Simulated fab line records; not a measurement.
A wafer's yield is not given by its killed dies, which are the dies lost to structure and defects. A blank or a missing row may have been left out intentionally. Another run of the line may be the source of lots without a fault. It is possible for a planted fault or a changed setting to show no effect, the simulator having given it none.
One fault through the eyes of 2 desks ; flow n5_finfet ; what lay behind the numbers comes last; until then each desk has only its own

== METROLOGY DESK ==
Means of the sampled wafers that have a number, per lot and without regard to the tool the lot ran on: this is what the gauges read. If a lot's mean is further than 4 standard deviations from the usual mean, the lot is out of limits and carries the mark OUT (the distance appears in the brackets). Readings shown: 7 of its 11, picked as those furthest out on some lot.
Columns: A = IOFF_N at N5_BEOL_M4_RC_MEAS_101, usual 0.163 nA/um; B = IOFF_P at N5_BEOL_M4_RC_MEAS_101, usual 0.22 nA/um; C = ION_N at N5_BEOL_M4_RC_MEAS_101, usual 676 uA/um; D = ION_P at N5_BEOL_M4_RC_MEAS_101, usual 464 uA/um; E = SS_P at N5_BEOL_M4_RC_MEAS_101, usual 73.3 mV/dec; F = VT_N at N5_BEOL_M4_RC_MEAS_101, usual 249.3 mV; G = VT_P at N5_BEOL_M4_RC_MEAS_101, usual -250 mV
lot;first seen here;A;B;C;D;E;F;G
L897;day 6 12:53;0.138;0.18;666;456;72.2;250.5;-252
L898;day 6 21:47;0.198;0.25;687;468;73.7;245.2;-247
L900;day 7 13:57;0.157;0.22;668;463;73.4;250.6;-247
L908;day 9 12:14;0.144;0.23;668;468;73.0;251.9;-246
L910;day 9 22:16;0.144;0.20;674;462;73.2;251.1;-252
L911;day 10 03:36;0.156;0.21;676;470;73.7;250.0;-249
L912;day 10 10:49;0.179;0.24;688;467;74.0;246.9;-247
Finding of this desk: none of the 7 lots has anything out of limits.

== FOR THE TOOL OWNER'S DESK: ald_metal-01 ==
The tool's own readings at N5_MOL_CONTACT_COAG_ALD_20 (deposits TiN, target thk 1.5 nm, pulse time 1 s, purge time 3 s): means of the sampled wafers that have a number, for each lot that ran on this tool. If a lot's mean is further than 4 standard deviations from the usual mean, the lot is out of limits and carries the mark OUT (the distance appears in the brackets).
Columns: A = heater_power_w at N5_MOL_CONTACT_COAG_ALD_20, usual 914 W; B = precursor_pulse_height_rel at N5_MOL_CONTACT_COAG_ALD_20, usual 1.002
lot;first seen here;A;B
L897;day 6 14:28;1035;0.979
L908;day 9 14:34;956;0.989
L910;day 9 22:54;984;0.979
L911;day 10 04:21;1061;0.992
Finding of this desk: none of the 4 lots has anything out of limits.

== PUT TOGETHER ==
From the metrology desk's view, nothing was out of limits.
The desk of the tool owner found nothing out of limits.

== WHAT THE SIMULATOR PUT IN ==
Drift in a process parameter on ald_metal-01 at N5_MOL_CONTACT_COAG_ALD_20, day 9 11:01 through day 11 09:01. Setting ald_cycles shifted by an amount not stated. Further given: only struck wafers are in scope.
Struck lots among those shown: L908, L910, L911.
